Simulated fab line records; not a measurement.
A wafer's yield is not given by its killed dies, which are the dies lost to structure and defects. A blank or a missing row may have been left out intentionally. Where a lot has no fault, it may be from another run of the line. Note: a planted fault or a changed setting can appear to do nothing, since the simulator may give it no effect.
Struck lot and sound lot, side by side | flow nand-harc | 15 steps out of a route of 1159
Sound: the wafers L330.2, L330.3, L330.4. Struck: wafer L343.5. (L343.2, L343.6 of the same lot were not struck and are left out.) The cause comes at the end.
For every step that has rows: the tool of each side, followed by ch and its chambers, followed by its first start. Under that, the readings that differ: sound wafers | struck wafers | difference of the means | sigmas: that difference in standard deviations of wafers without a fault.
alike: readings whose means differ by less than 2 such deviations, and words and numbers that are the same on both sides. not compared: withheld readings, readings that some wafer has no value for, bounds like >300 that may hide the same value, and numbers for which the record gives no deviation and whose values overlap.
The two part at a step that has a row with sigmas, a row that says differs or no value, or rows on one side only. Non-overlapping numbers with no deviation appear without sigmas and do not part them. A reading missing from all wafers of one side parts the sides only when that side holds two or more wafers.

NHARC_P_CONTACT_DESCUM_17: chemistry O2, time 3 s.
  sound on rie-diel-01 ch 0,1,2, day 7 20:30; struck on rie-diel-01 ch 3, day 11 03:04
  alike: drypump-motor-current-A, oes-product-au, rf-vpp-V, showerhead-plenum-p-Torr, throttle-valve-pct
  not compared: rf-hours-counter-h
NHARC_P_CONTACT_ETCH_35: etches the open film in CF4, target depth 39 nm, time 65 s.
  sound on rie-diel-01 ch 0,1,2, day 7 20:35; struck on rie-diel-01 ch 1, day 11 03:10
  alike: bias-w, drypump-motor-current-A, oes-product-au, rf-vpp-V, showerhead-plenum-p-Torr, throttle-valve-pct
  not compared: rf-hours-counter-h
NHARC_P_CONTACT_ETCH_36: etches the open film in N2/H2, target depth 260 nm, time 406.25 s.
  sound: rie-diel-01 ch 0,2,3; struck: rie-diel-01 ch 3
  alike: bias-w, drypump-motor-current-A, h2-flow-sccm, oes-product-au, rf-vpp-V, showerhead-plenum-p-Torr, throttle-valve-pct
  not compared: rf-hours-counter-h
NHARC_P_CONTACT_ETCH_18: etches the open film in C4F8/O2/Ar, target depth 481 nm, time 240.5 s.
  sound: rie-diel-01 ch 0,2,3; struck: rie-diel-01 ch 3
  alike: bias-w, oes-product-au, rf-vpp-V
  not compared: rf-hours-counter-h
then, 2 steps without rows for these wafers: NHARC_P_CONTACT_STRIP_37 (strips in C4F8/O2/Ar); NHARC_P_CONTACT_ETCH_31 (etches the open film in CH3F/O2, target depth 30 nm, time 85.7 s).
NHARC_P_CONTACT_CD_MEAS_19:
  sound on cd-sem-02, day 7 21:22; struck on cd-sem-02, day 11 03:57
  alike: cd-nm
then, 4 steps without rows for these wafers: NHARC_P_CONTACT_STRIP_28 (strips in O2); NHARC_P_CONTACT_STRIP_29 (strips in post etch residue remover, time 1200 s); NHARC_P_CONTACT_DEGAS_38 (time 60 s); NHARC_P_CONTACT_PRE_CLEAN_39 (time 19.5 s).
NHARC_P_CONTACT_PVD_32: deposits Ti, target thk 5 nm, time 17.7 s.
  sound on pvd-sputter-02; struck on pvd-sputter-03
  alike: cathode-dc-power-W, throttle-valve-pct
NHARC_P_CONTACT_ALD_22: deposits TiN, target thk 3 nm, pulse time 1 s, ald cycles 150.
  sound on ald-metal-04 ch 0,1,2, day 7 22:20; struck on ald-metal-01 ch 1, day 11 04:57
  reading    | sound       | struck | difference | sigmas
  ald-cycles | 150 150 150 | 127    | -23        |
  alike: heater-power-w, precursor-pulse-height-rel
then, 1 step without rows for these wafers: NHARC_P_CONTACT_CVD_23 (deposits W, target thk 200 nm, time 557 s).
-- jump in the record: it breaks off in module P_CONTACT and resumes in module END (first step shown: number 1159 of the route), and 14 days separate the struck wafers' starts before and after --
NHARC_END_SORT_01:
  sound on prober-02 ch 0, day 21 17:14; struck on prober-02 ch 0, day 25 15:29
  reading         | sound | struck | difference | sigmas
  killed-at-other | 0 0 0 | 4      | +4         | +4
  killed-short    | 0 2 0 | 4      | +3         | +2
  alike: killed-at-array, killed-at-periphery, killed-dies, killed-open

## WHERE THEY PART
Only at NHARC_END_SORT_01, as far as this record shows.

WHY: what had been put in by the simulator
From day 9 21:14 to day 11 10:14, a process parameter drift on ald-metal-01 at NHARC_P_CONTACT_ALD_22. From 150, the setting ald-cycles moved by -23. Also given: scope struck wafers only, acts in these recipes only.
